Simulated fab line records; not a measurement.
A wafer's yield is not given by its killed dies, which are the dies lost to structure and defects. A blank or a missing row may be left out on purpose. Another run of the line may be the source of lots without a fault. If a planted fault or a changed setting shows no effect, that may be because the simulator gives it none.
2 desks looking at one fault + flow n5Finfet + every desk sees just its own numbers, and what lay behind them comes last

THE TOOL OWNER'S DESK: lithoTrack-05
The tool's own readings at N5_BEOL_M11_COAT_59 (time 60 s, resist thk 100 nm): means of the sampled wafers that have a number, for each lot that ran on this tool. A lot is out of limits, marked OUT, if its mean lies more than 4 standard deviations from the usual mean; the brackets give that distance.
Columns: A = spinSpeedRpm at N5_BEOL_M11_COAT_59, usual 1499.9 rpm
| lot  | first seen here | A                |
|------|-----------------|------------------|
| L963 | day 11 14:04    | 1500.1           |
| L964 | day 11 15:14    | 1439.8 (-55) OUT |
| L967 | day 12 12:14    | 1438.1 (-56) OUT |
| L976 | day 14 22:45    | 1500.1           |
| L977 | day 15 08:28    | 1500.7           |
| L980 | day 15 15:55    | 1500.4           |
| L978 | day 15 19:58    | 1500.8           |
This desk's verdict: out of limits on L964, L967, starting with L964 at day 11 15:14 (spinSpeedRpm at N5_BEOL_M11_COAT_59). L963, L976, L977, L980, L978 stayed within limits.

THE DEFECT DESK
Inspection counts along the route, by lot: the mean over sampled wafers that carry a number. A lot is out of limits, marked OUT, if its mean lies more than 4 standard deviations from the usual mean; the brackets give that distance.
Columns: A = rawDefectCount at N5_BEOL_M10_INSPECT_58, usual 82
| lot  | first seen here | A   |
|------|-----------------|-----|
| L963 | day 11 12:45    | 112 |
| L964 | day 11 14:22    | 49  |
| L967 | day 12 09:56    | 99  |
| L970 | day 12 20:00    | 70  |
| L974 | day 14 00:48    | 137 |
| L976 | day 14 20:41    | 70  |
| L977 | day 15 07:06    | 92  |
| L980 | day 15 13:10    | 93  |
| L982 | day 15 15:03    | 77  |
| L978 | day 15 17:31    | 89  |
| L979 | day 15 18:20    | 76  |
| L981 | day 16 07:06    | 81  |
This desk's finding: nothing out of limits on any of the 12 lots.

ALL TOGETHER
An alarm could have come from the tool owner's desk at day 11 15:14, on L964, L967.
Nothing out of limits was seen by the defect desk.
The defect desk has L964, L967 on record, within its limits.
On lithoTrack-05, each named lot ran N5_BEOL_M11_COAT_59.

WHAT HAD BEEN PUT IN BY THE SIMULATOR
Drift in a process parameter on lithoTrack-05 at N5_BEOL_M11_COAT_59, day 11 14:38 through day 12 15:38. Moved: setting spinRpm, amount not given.
Struck lots among those shown: L964, L967.
Delay in hours, fault start to first out-of-limits reading, by desk: the tool owner's desk at 1.
